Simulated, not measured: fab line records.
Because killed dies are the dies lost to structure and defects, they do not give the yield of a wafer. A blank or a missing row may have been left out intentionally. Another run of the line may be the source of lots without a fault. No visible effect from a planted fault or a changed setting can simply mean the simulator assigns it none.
Matching of chambers / flow n5 finfet / rie diel-03 running N5_FIN_CUT_ETCH_21: 4 sister chambers
The step etches SOC in N2/H2, target depth 219 nm, overetch 43.8 nm, time 523.5 s. 14 wafers are shown with their chamber, then 7 later ones without.

== EACH WAFER AND ITS CHAMBER ==
wafer=L074.4; chamber=1; showerhead plenum p Torr (Torr)=2.49; throttle valve pct (%)=17.40; drypump motor current A (A)=5.1
wafer=L074.5; chamber=1; showerhead plenum p Torr (Torr)=2.49; throttle valve pct (%)=17.39; drypump motor current A (A)=5.1
wafer=L074.6; chamber=0; showerhead plenum p Torr (Torr)=2.72; throttle valve pct (%)=17.89; drypump motor current A (A)=5.8
wafer=L076.2; chamber=2; showerhead plenum p Torr (Torr)=2.41; throttle valve pct (%)=17.68; drypump motor current A (A)=5.8
wafer=L076.4; chamber=1; showerhead plenum p Torr (Torr)=2.49; throttle valve pct (%)=17.41; drypump motor current A (A)=5.1
wafer=L076.6; chamber=0; showerhead plenum p Torr (Torr)=2.72; throttle valve pct (%)=17.89; drypump motor current A (A)=5.9
wafer=L078.3; chamber=2; showerhead plenum p Torr (Torr)=2.41; throttle valve pct (%)=17.70; drypump motor current A (A)=5.8
wafer=L078.4; chamber=1; showerhead plenum p Torr (Torr)=2.48; throttle valve pct (%)=17.42; drypump motor current A (A)=5.2
wafer=L078.5; chamber=2; showerhead plenum p Torr (Torr)=2.41; throttle valve pct (%)=17.69; drypump motor current A (A)=5.8
wafer=L082.1; chamber=3; showerhead plenum p Torr (Torr)=2.62; throttle valve pct (%)=17.92; drypump motor current A (A)=5.7
wafer=L082.4; chamber=1; showerhead plenum p Torr (Torr)=2.48; throttle valve pct (%)=17.41; drypump motor current A (A)=5.1
wafer=L082.6; chamber=3; showerhead plenum p Torr (Torr)=2.62; throttle valve pct (%)=17.91; drypump motor current A (A)=5.7
wafer=L092.1; chamber=2; showerhead plenum p Torr (Torr)=2.40; throttle valve pct (%)=17.73; drypump motor current A (A)=5.8
wafer=L092.3; chamber=0; showerhead plenum p Torr (Torr)=2.71; throttle valve pct (%)=17.93; drypump motor current A (A)=5.8

SIGNATURES (means of the wafers above)
reading=showerhead plenum p Torr; chamber 0=2.7167; chamber 1=2.4860; chamber 2=2.4075; chamber 3=2.6200; scatter within a chamber=0.00512
reading=throttle valve pct; chamber 0=17.9033; chamber 1=17.4060; chamber 2=17.7000; chamber 3=17.9150; scatter within a chamber=0.0174
reading=drypump motor current A; chamber 0=5.833; chamber 1=5.120; chamber 2=5.800; chamber 3=5.700; scatter within a chamber=0.0383
Rule: a wafer's distance from a chamber is the root of the sum, over the readings, of the square of ((its reading less the chamber's mean) divided by the reading's scatter). The wafer belongs to the nearest chamber; if the next one is less than 2 further off, it can't be placed. The scatter: the root of (the sum of the squares of (reading less its chamber's mean) over the shown wafers, divided by (wafers less chambers)).

== WAFERS WHOSE CHAMBER IS MISSING ==
wafer=L092.6; showerhead plenum p Torr (Torr)=2.71; throttle valve pct (%)=17.94; drypump motor current A (A)=5.9
wafer=L093.1; showerhead plenum p Torr (Torr)=2.40; throttle valve pct (%)=17.74; drypump motor current A (A)=5.8
wafer=L093.3; showerhead plenum p Torr (Torr)=2.48; throttle valve pct (%)=17.46; drypump motor current A (A)=5.1
wafer=L093.5; showerhead plenum p Torr (Torr)=2.71; throttle valve pct (%)=17.92; drypump motor current A (A)=5.9
wafer=L097.2; showerhead plenum p Torr (Torr)=2.40; throttle valve pct (%)=17.74; drypump motor current A (A)=5.8
wafer=L097.3; showerhead plenum p Torr (Torr)=2.71; throttle valve pct (%)=17.96; drypump motor current A (A)=5.9
wafer=L097.4; showerhead plenum p Torr (Torr)=2.61; throttle valve pct (%)=17.52; drypump motor current A (A)=5.7

== EACH ONE'S CHAMBER ==
wafer=L092.6; from the rows above=0; in truth=0
wafer=L093.1; from the rows above=2; in truth=2
wafer=L093.3; from the rows above=1; in truth=1
wafer=L093.5; from the rows above=0; in truth=0
wafer=L097.2; from the rows above=2; in truth=2
wafer=L097.3; from the rows above=0; in truth=0
wafer=L097.4; from the rows above=3; in truth=3
Correctly placed: 7 of 7. Number that these rows cannot place: 0. Placed wrongly: 0.
